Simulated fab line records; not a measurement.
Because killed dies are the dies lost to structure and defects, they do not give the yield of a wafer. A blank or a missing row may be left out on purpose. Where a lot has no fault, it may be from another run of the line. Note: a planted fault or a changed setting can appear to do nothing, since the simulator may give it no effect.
Matching of chambers    flow n5_finfet    N5_BEOL_M3_ETCH_69 on rie_diel-01 has 4 sister chambers
The step etches SiARC in CF4, target depth 15.6 nm, time 26 s. 14 wafers are shown with their chamber, then 7 later ones without.

== EACH WAFER AND ITS CHAMBER ==
wafer   chamber  showerhead_plenum_p_Torr (Torr)  etch_rf_on_time_s (s)  throttle_valve_pct (%)
L077.3  2        2.09                             25.9                   15.30
L077.4  3        2.19                             25.9                   15.73
L077.6  1        2.17                             26.4                   15.50
L078.1  2        2.09                             25.9                   15.32
L078.3  3        2.19                             25.8                   15.74
L078.5  3        2.19                             25.8                   15.75
L080.1  0        2.15                             26.0                   15.60
L080.4  0        2.15                             25.9                   15.60
L080.6  1        2.17                             26.1                   15.53
L093.3  1        2.16                             26.2                   15.60
L093.4  0        2.14                             25.9                   15.63
L093.6  3        2.18                             25.6                   15.29
L095.1  2        2.08                             25.9                   15.37
L095.2  0        2.14                             25.8                   15.64

SIGNATURES (means of the wafers above)
reading                   chamber 0  chamber 1  chamber 2  chamber 3  scatter within a chamber
showerhead_plenum_p_Torr  2.1450     2.1667     2.0867     2.1875     0.00555
etch_rf_on_time_s         25.900     26.233     25.900     25.775     0.107
throttle_valve_pct        15.6175    15.5433    15.3300    15.6275    0.127
Rule: for a wafer and a chamber, the distance is found by dividing, reading by reading, the gap between the wafer's reading and the chamber's mean by the reading's scatter, squaring, summing and taking the root. If the next closest chamber is less than 2 further off than the closest, the wafer can't be placed; otherwise it belongs to the closest. The scatter: the root of (the sum of the squares of (reading less its chamber's mean) over the shown wafers, divided by (wafers less chambers)).

== WAFERS MISSING THEIR CHAMBER ==
wafer   showerhead_plenum_p_Torr (Torr)  etch_rf_on_time_s (s)  throttle_valve_pct (%)
L095.4  2.16                             26.0                   15.57
L096.2  2.16                             26.2                   15.59
L096.4  2.18                             25.1                   15.30
L096.5  2.18                             25.3                   15.30
L097.1  2.08                             25.8                   15.37
L097.2  2.13                             25.8                   15.66
L097.5  2.16                             26.1                   15.58

== THE CHAMBER EACH PASSED THROUGH ==
wafer   from the rows above      in truth
L095.4  can't be placed: 1 or 0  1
L096.2  1                        1
L096.4  3                        3
L096.5  3                        3
L097.1  2                        2
L097.2  0                        0
L097.5  can't be placed: 1 or 0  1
5 of 7 placed correctly. Unplaceable from these rows: 2, with the true chamber sitting among the candidates in 2. Wrongly placed: 0.
